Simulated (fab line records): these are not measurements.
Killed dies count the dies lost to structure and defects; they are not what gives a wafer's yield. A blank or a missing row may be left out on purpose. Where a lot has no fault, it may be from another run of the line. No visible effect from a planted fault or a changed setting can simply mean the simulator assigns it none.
Chamber matching ; flow nand_harc ; 4 sister chambers for NHARC_A_BONDPAD_CMP_19 on cmp-03
The step polishes, t overpolish 30 s, cu recess touch 16 s, target thk 169.8 nm. 4 wafers are shown with their chamber, then 6 later ones without.

== EACH WAFER AND ITS CHAMBER ==
wafer;chamber;motor_current_A (A)
L474.3;3;13.2
L481.2;0;12.3
L481.3;2;12.1
L481.5;1;13.0

== WAFERS WITHOUT THEIR CHAMBER ==
wafer;motor_current_A (A)
L483.4;12.7
L483.5;13.8
L483.6;12.3
L486.3;13.2
L486.4;12.7
L486.5;12.8

== EACH ONE'S CHAMBER ==
wafer;from the rows above;in truth
L483.4;can't be placed: 1 or 0 or 3 or 2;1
L483.5;can't be placed: 3 or 1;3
L483.6;can't be placed: 0 or 2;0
L486.3;can't be placed: 3 or 1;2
L486.4;can't be placed: 1 or 0 or 3 or 2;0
L486.5;can't be placed: 1 or 3 or 0 or 2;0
Placed correctly: 0 of 6. Not placeable from these rows: 6 (in 5, the candidates include the true chamber). Placed wrongly: 0.
How it was worked out, from the rows above alone: a wafer's distance from a chamber is the root of the sum, over the readings, of the square of ((its reading less the chamber's mean) divided by the reading's scatter). If the next closest chamber is less than 2 further off than the closest, the wafer can't be placed; otherwise it belongs to the closest. For every chamber, the mean is computed from those of its wafers that are shown. The scatter: root of mean squared gap, hidden wafer to nearest shown wafer, with one shown wafer a chamber.
